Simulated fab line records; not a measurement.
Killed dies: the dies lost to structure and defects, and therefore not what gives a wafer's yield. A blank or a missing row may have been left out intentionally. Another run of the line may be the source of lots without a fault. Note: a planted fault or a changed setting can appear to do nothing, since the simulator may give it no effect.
Which tool was responsible? / flow n5_finfet / 12 lots, 34 wafers sampled, at 4 steps of a route of 1938

WHAT EACH GAUGE READ, for each wafer
The record lacks any reading of a measuring or inspecting step that a usual standard deviation could be used to judge.

WHICH TOOL RAN EACH LOT (tool, then ch and the chambers of the sampled wafers, then the start)
lot=L302; N5_BEOL_M11_PRE_CLEAN_45=pvd_sputter-03, day 11 04:45; N5_BEOL_M11_SPUTTER_48=pvd_sputter-01, day 11 05:27; N5_BEOL_M11_DEP_56=pecvd-04 ch 0,2, day 11 06:21; N5_BEOL_M12_ILD_DEP_00=pecvd-02 ch 0,2, day 11 06:44
lot=L303; N5_BEOL_M11_PRE_CLEAN_45=pvd_sputter-01, day 11 09:31; N5_BEOL_M11_SPUTTER_48=pvd_sputter-03, day 11 10:03; N5_BEOL_M11_DEP_56=pecvd-01 ch 1,2, day 11 10:57; N5_BEOL_M12_ILD_DEP_00=pecvd-03 ch 0,2, day 11 11:05
lot=L306; N5_BEOL_M11_PRE_CLEAN_45=pvd_sputter-03, day 11 18:04; N5_BEOL_M11_SPUTTER_48=pvd_sputter-01, day 11 19:16; N5_BEOL_M11_DEP_56=pecvd-02 ch 0,2, day 11 20:14; N5_BEOL_M12_ILD_DEP_00=pecvd-01 ch 0,1, day 11 20:22
lot=L305; N5_BEOL_M11_PRE_CLEAN_45=pvd_sputter-01, day 11 19:29; N5_BEOL_M11_SPUTTER_48=pvd_sputter-01, day 11 20:02; N5_BEOL_M11_DEP_56=pecvd-01 ch 0,1, day 11 20:55; N5_BEOL_M12_ILD_DEP_00=pecvd-02 ch 1,2, day 11 21:03
lot=L307; N5_BEOL_M11_PRE_CLEAN_45=pvd_sputter-02, day 12 07:55; N5_BEOL_M11_SPUTTER_48=pvd_sputter-02, day 12 08:33; N5_BEOL_M11_DEP_56=pecvd-02 ch 1,2, day 12 09:43; N5_BEOL_M12_ILD_DEP_00=pecvd-03 ch 1,2, day 12 09:50
lot=L308; N5_BEOL_M11_PRE_CLEAN_45=pvd_sputter-03, day 12 10:22; N5_BEOL_M11_SPUTTER_48=pvd_sputter-03, day 12 11:08; N5_BEOL_M11_DEP_56=pecvd-04 ch 0,1,2, day 12 12:14; N5_BEOL_M12_ILD_DEP_00=pecvd-03 ch 0,1,2, day 12 12:22
lot=L311; N5_BEOL_M11_PRE_CLEAN_45=pvd_sputter-01, day 12 10:53; N5_BEOL_M11_SPUTTER_48=pvd_sputter-02, day 12 11:28; N5_BEOL_M11_DEP_56=pecvd-02 ch 1,2, day 12 12:31; N5_BEOL_M12_ILD_DEP_00=pecvd-03 ch 0,2, day 12 12:39
lot=L315; N5_BEOL_M11_PRE_CLEAN_45=pvd_sputter-02, day 14 21:47; N5_BEOL_M11_SPUTTER_48=pvd_sputter-01, day 14 23:56; N5_BEOL_M11_DEP_56=pecvd-01 ch 1,2, day 15 00:49; N5_BEOL_M12_ILD_DEP_00=pecvd-03 ch 2, day 15 00:57
lot=L318; N5_BEOL_M11_PRE_CLEAN_45=pvd_sputter-03, day 15 04:02; N5_BEOL_M11_SPUTTER_48=pvd_sputter-03, day 15 04:47; N5_BEOL_M11_DEP_56=pecvd-02 ch 1,2, day 15 05:41; N5_BEOL_M12_ILD_DEP_00=pecvd-03 ch 0,1,2, day 15 05:49
lot=L319; N5_BEOL_M11_PRE_CLEAN_45=pvd_sputter-03, day 15 04:07; N5_BEOL_M11_SPUTTER_48=pvd_sputter-03, day 15 04:52; N5_BEOL_M11_DEP_56=pecvd-04 ch 0,2, day 15 05:56; N5_BEOL_M12_ILD_DEP_00=pecvd-02 ch 0,1, day 15 06:04
lot=L321; N5_BEOL_M11_PRE_CLEAN_45=pvd_sputter-01, day 15 12:07; N5_BEOL_M11_SPUTTER_48=pvd_sputter-03, day 15 12:54; N5_BEOL_M11_DEP_56=pecvd-04 ch 0,2, day 15 14:03; N5_BEOL_M12_ILD_DEP_00=pecvd-03 ch 1,2, day 15 14:11
lot=L325; N5_BEOL_M11_PRE_CLEAN_45=pvd_sputter-01, day 16 23:49; N5_BEOL_M11_SPUTTER_48=pvd_sputter-01, day 17 01:52; N5_BEOL_M11_DEP_56=pecvd-02 ch 0,1, day 17 02:45; N5_BEOL_M12_ILD_DEP_00=pecvd-02 ch 0,1, day 17 02:53
- N5_BEOL_M11_PRE_CLEAN_45: time 30 s.
- N5_BEOL_M11_SPUTTER_48: material Cu, target thk 12 nm, time 2 s.
- N5_BEOL_M11_DEP_56: deposits SiCN from 3MS/NH3, target thk 30 nm, time 10.5 s.
- N5_BEOL_M12_ILD_DEP_00: deposits SiOC from DEMS/O2, target thk 658.92 nm, time 130.7 s.

WHAT THE TOOLS THEMSELVES READ (means of the sampled wafers that have a number; where no wafer has one, the mark that the record gives instead)
N5_BEOL_M11_PRE_CLEAN_45.
lot=L302; tool=pvd_sputter-03; heater_power_w (W)=329
lot=L303; tool=pvd_sputter-01; heater_power_w (W)=376
lot=L306; tool=pvd_sputter-03; heater_power_w (W)=330
lot=L305; tool=pvd_sputter-01; heater_power_w (W)=337
lot=L307; tool=pvd_sputter-02; heater_power_w (W)=352
lot=L308; tool=pvd_sputter-03; heater_power_w (W)=326
lot=L311; tool=pvd_sputter-01; heater_power_w (W)=398
lot=L315; tool=pvd_sputter-02; heater_power_w (W)=331
lot=L318; tool=pvd_sputter-03; heater_power_w (W)=310
lot=L319; tool=pvd_sputter-03; heater_power_w (W)=318
lot=L321; tool=pvd_sputter-01; heater_power_w (W)=372
lot=L325; tool=pvd_sputter-01; heater_power_w (W)=367

N5_BEOL_M11_SPUTTER_48.
lot=L302; tool=pvd_sputter-01; chuck_sensor_temp_C (C)=-15.8; substrate_temp_c (C)=-19.85; throttle_valve_pct (%)=29.6
lot=L303; tool=pvd_sputter-03; chuck_sensor_temp_C (C)=-16.9; substrate_temp_c (C)=-19.91; throttle_valve_pct (%)=31.2
lot=L306; tool=pvd_sputter-01; chuck_sensor_temp_C (C)=-15.8; substrate_temp_c (C)=-20.07; throttle_valve_pct (%)=29.8
lot=L305; tool=pvd_sputter-01; chuck_sensor_temp_C (C)=-15.9; substrate_temp_c (C)=-20.10; throttle_valve_pct (%)=29.7
lot=L307; tool=pvd_sputter-02; chuck_sensor_temp_C (C)=-16.4; substrate_temp_c (C)=-19.97; throttle_valve_pct (%)=30.0
lot=L308; tool=pvd_sputter-03; chuck_sensor_temp_C (C)=-16.5; substrate_temp_c (C)=-19.93; throttle_valve_pct (%)=30.8
lot=L311; tool=pvd_sputter-02; chuck_sensor_temp_C (C)=-16.4; substrate_temp_c (C)=-20.06; throttle_valve_pct (%)=29.5
lot=L315; tool=pvd_sputter-01; chuck_sensor_temp_C (C)=-15.8; substrate_temp_c (C)=-19.98; throttle_valve_pct (%)=30.1
lot=L318; tool=pvd_sputter-03; chuck_sensor_temp_C (C)=-16.5; substrate_temp_c (C)=-20.00; throttle_valve_pct (%)=31.4
lot=L319; tool=pvd_sputter-03; chuck_sensor_temp_C (C)=-16.6; substrate_temp_c (C)=-19.98; throttle_valve_pct (%)=31.7
lot=L321; tool=pvd_sputter-03; chuck_sensor_temp_C (C)=-16.2; substrate_temp_c (C)=-19.92; throttle_valve_pct (%)=31.9
lot=L325; tool=pvd_sputter-01; chuck_sensor_temp_C (C)=-16.0; substrate_temp_c (C)=-19.95; throttle_valve_pct (%)=29.0

N5_BEOL_M11_DEP_56.
lot=L302; tool=pecvd-04; showerhead_plenum_p_Torr (Torr)=4.189; throttle_valve_pct (%)=18.5
lot=L303; tool=pecvd-01; showerhead_plenum_p_Torr (Torr)=4.170; throttle_valve_pct (%)=17.1
lot=L306; tool=pecvd-02; showerhead_plenum_p_Torr (Torr)=4.191; throttle_valve_pct (%)=17.3
lot=L305; tool=pecvd-01; showerhead_plenum_p_Torr (Torr)=4.167; throttle_valve_pct (%)=17.6
lot=L307; tool=pecvd-02; showerhead_plenum_p_Torr (Torr)=4.170; throttle_valve_pct (%)=17.0
lot=L308; tool=pecvd-04; showerhead_plenum_p_Torr (Torr)=4.184; throttle_valve_pct (%)=18.9
lot=L311; tool=pecvd-02; showerhead_plenum_p_Torr (Torr)=4.168; throttle_valve_pct (%)=17.1
lot=L315; tool=pecvd-01; showerhead_plenum_p_Torr (Torr)=4.158; throttle_valve_pct (%)=16.7
lot=L318; tool=pecvd-02; showerhead_plenum_p_Torr (Torr)=4.169; throttle_valve_pct (%)=17.1
lot=L319; tool=pecvd-04; showerhead_plenum_p_Torr (Torr)=4.178; throttle_valve_pct (%)=18.6
lot=L321; tool=pecvd-04; showerhead_plenum_p_Torr (Torr)=4.187; throttle_valve_pct (%)=18.7
lot=L325; tool=pecvd-02; showerhead_plenum_p_Torr (Torr)=4.161; throttle_valve_pct (%)=17.8

N5_BEOL_M12_ILD_DEP_00.
lot=L302; tool=pecvd-02; heater_power_outer_w (W)=282; heater_power_w (W)=480; showerhead_plenum_p_Torr (Torr)=5.710; susceptor_temp_C (C)=349.89; throttle_valve_pct (%)=11.4
lot=L303; tool=pecvd-03; heater_power_outer_w (W)=277; heater_power_w (W)=511; showerhead_plenum_p_Torr (Torr)=5.706; susceptor_temp_C (C)=350.05; throttle_valve_pct (%)=10.8
lot=L306; tool=pecvd-01; heater_power_outer_w (W)=262; heater_power_w (W)=519; showerhead_plenum_p_Torr (Torr)=5.688; susceptor_temp_C (C)=349.93; throttle_valve_pct (%)=11.8
lot=L305; tool=pecvd-02; heater_power_outer_w (W)=285; heater_power_w (W)=511; showerhead_plenum_p_Torr (Torr)=5.703; susceptor_temp_C (C)=349.91; throttle_valve_pct (%)=11.3
lot=L307; tool=pecvd-03; heater_power_outer_w (W)=262; heater_power_w (W)=486; showerhead_plenum_p_Torr (Torr)=5.714; susceptor_temp_C (C)=350.15; throttle_valve_pct (%)=10.8
lot=L308; tool=pecvd-03; heater_power_outer_w (W)=324; heater_power_w (W)=594; showerhead_plenum_p_Torr (Torr)=5.709; susceptor_temp_C (C)=349.89; throttle_valve_pct (%)=11.3
lot=L311; tool=pecvd-03; heater_power_outer_w (W)=323; heater_power_w (W)=592; showerhead_plenum_p_Torr (Torr)=5.699; susceptor_temp_C (C)=350.08; throttle_valve_pct (%)=11.0
lot=L315; tool=pecvd-03; heater_power_outer_w (W)=206; heater_power_w (W)=404; showerhead_plenum_p_Torr (Torr)=5.701; susceptor_temp_C (C)=341.30; throttle_valve_pct (%)=10.4
lot=L318; tool=pecvd-03; heater_power_outer_w (W)=283; heater_power_w (W)=521; showerhead_plenum_p_Torr (Torr)=5.702; susceptor_temp_C (C)=341.58; throttle_valve_pct (%)=11.3
lot=L319; tool=pecvd-02; heater_power_outer_w (W)=242; heater_power_w (W)=440; showerhead_plenum_p_Torr (Torr)=5.704; susceptor_temp_C (C)=350.19; throttle_valve_pct (%)=11.9
lot=L321; tool=pecvd-03; heater_power_outer_w (W)=268; heater_power_w (W)=503; showerhead_plenum_p_Torr (Torr)=5.698; susceptor_temp_C (C)=341.27; throttle_valve_pct (%)=11.6
lot=L325; tool=pecvd-02; heater_power_outer_w (W)=261; heater_power_w (W)=460; showerhead_plenum_p_Torr (Torr)=5.699; susceptor_temp_C (C)=350.08; throttle_valve_pct (%)=11.7

THE ANSWER, worked out from the rows above alone
Rule: what is usual is taken from the lots themselves. Put in order of their means at a reading, lots are off if they are a third of the lots or fewer, leave a main group of 4 or more, and stand apart from it by a gap of 3 or more times the standard deviation of the main group's means; of several such gaps the widest counts. If all means in a main group match to the digits the tables above print for the reading, that group is not used. Also off: a lot with no number at a reading for which 4 or more lots have one. All remaining lots with rows at the step are treated as sound. Order of review: gauges by route order, followed by the tools' own readings, for which a lot's mean as printed above is used. At the first step where some lot is off, the reading lying furthest off is the one used; lots without a number count as furthest.
Off, at N5_BEOL_M12_ILD_DEP_00 on susceptor_temp_C: L315, L318, L321. Main group: mean 350.02 C, sd 0.11.
If a tool, at that step or one of the process steps before it, ran each lot that is off and ran no sound lot following the first of them, it fits. One fits: N5_BEOL_M12_ILD_DEP_00 on pecvd-03. Its last sound lot is L311 (day 12 12:39), its first lot that is off L315 (day 15 00:57): a fault that began between those two fits.
On the lots that are off, the tool's own readings at N5_BEOL_M12_ILD_DEP_00 differ by more than 5 times the standard deviation of the sound lots' means, which bears it out; susceptor_temp_C reads 341.38 C there versus 350.02 C on the sound lots.

WHAT WAS PUT IN BY THE SIMULATOR
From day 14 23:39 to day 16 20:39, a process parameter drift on pecvd-03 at N5_BEOL_M12_ILD_DEP_00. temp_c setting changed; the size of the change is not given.
Lots struck among those shown: L315, L318, L321. The rule given above showed the same thing.
